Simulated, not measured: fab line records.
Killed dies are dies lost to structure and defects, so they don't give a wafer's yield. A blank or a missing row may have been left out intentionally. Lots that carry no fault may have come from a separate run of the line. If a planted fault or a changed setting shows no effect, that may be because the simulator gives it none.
What tool caused it? || flow n5Finfet || 36 wafers from 12 lots sampled at 2 of the route's 1938 steps

WHAT THE GAUGES READ, wafer by wafer
N5_MOL_CONTACT_COAG_INSPECT_57: inspects for defects (brightfield).
{"lot": "L075", "measured": "day 5 07:20", "on": "defectInspect-02", "rawDefectCount": "233 332 237"}
{"lot": "L077", "measured": "day 5 19:28", "on": "defectInspect-01", "rawDefectCount": "303 280 345"}
{"lot": "L079", "measured": "day 6 09:54", "on": "defectInspect-02", "rawDefectCount": "204 184 192"}
{"lot": "L081", "measured": "day 6 20:32", "on": "defectInspect-01", "rawDefectCount": "160 140 158"}
{"lot": "L083", "measured": "day 7 07:34", "on": "defectInspect-01", "rawDefectCount": "240 211 206"}
{"lot": "L085", "measured": "day 7 21:17", "on": "defectInspect-02", "rawDefectCount": "175 266 181"}
{"lot": "L087", "measured": "day 8 10:14", "on": "defectInspect-02", "rawDefectCount": "213 282 194"}
{"lot": "L089", "measured": "day 9 03:09", "on": "defectInspect-02", "rawDefectCount": "299 290 237"}
{"lot": "L091", "measured": "day 9 15:55", "on": "defectInspect-02", "rawDefectCount": "137 231 143"}
{"lot": "L093", "measured": "day 9 19:42", "on": "defectInspect-02", "rawDefectCount": "206 288 257"}
{"lot": "L095", "measured": "day 10 09:40", "on": "defectInspect-01", "rawDefectCount": "224 287 255"}
{"lot": "L097", "measured": "day 10 19:54", "on": "defectInspect-01", "rawDefectCount": "172 130 155"}

WHICH TOOL RAN EACH LOT (tool, then ch and the chambers of the sampled wafers, then the start)
{"lot": "L075", "N5_MOL_CONTACT_COAG_CMP_28": "cmp-01 ch 0,1,3, day 5 05:48"}
{"lot": "L077", "N5_MOL_CONTACT_COAG_CMP_28": "cmp-01 ch 0,1,3, day 5 18:14"}
{"lot": "L079", "N5_MOL_CONTACT_COAG_CMP_28": "cmp-02 ch 2,3, day 6 08:32"}
{"lot": "L081", "N5_MOL_CONTACT_COAG_CMP_28": "cmp-04 ch 0,1, day 6 19:16"}
{"lot": "L083", "N5_MOL_CONTACT_COAG_CMP_28": "cmp-01 ch 0,2,3, day 7 06:19"}
{"lot": "L085", "N5_MOL_CONTACT_COAG_CMP_28": "cmp-02 ch 1,2,3, day 7 20:01"}
{"lot": "L087", "N5_MOL_CONTACT_COAG_CMP_28": "cmp-01 ch 0,1, day 8 08:53"}
{"lot": "L089", "N5_MOL_CONTACT_COAG_CMP_28": "cmp-01 ch 0,1, day 9 01:46"}
{"lot": "L091", "N5_MOL_CONTACT_COAG_CMP_28": "cmp-01 ch 0,1,3, day 9 14:43"}
{"lot": "L093", "N5_MOL_CONTACT_COAG_CMP_28": "cmp-01 ch 0,1,2, day 9 18:23"}
{"lot": "L095", "N5_MOL_CONTACT_COAG_CMP_28": "cmp-01 ch 2,3, day 10 08:16"}
{"lot": "L097", "N5_MOL_CONTACT_COAG_CMP_28": "cmp-02 ch 0,1, day 10 18:38"}
- N5_MOL_CONTACT_COAG_CMP_28: polishes, stops on SiNx, t overpolish 0.85 s, target thk 14.522 nm.

THE ANSWER, worked out from the rows above alone
Rule: what is usual is taken from the lots themselves. Put in order of their means at a reading, lots are off if they are a third of the lots or fewer, leave a main group of 4 or more, and stand apart from it by a gap of 3 or more times the standard deviation of the main group's means; of several such gaps the widest counts. A main group is skipped when, at the precision printed for the reading in the tables above, its means are all equal. A lot without any number at a reading at which 4 lots or more have one is off too. Where the step has rows for the other lots, those lots are counted as sound.
None of the lots is off at any reading shown; this tells nothing.

WHAT HAD BEEN PUT IN BY THE SIMULATOR
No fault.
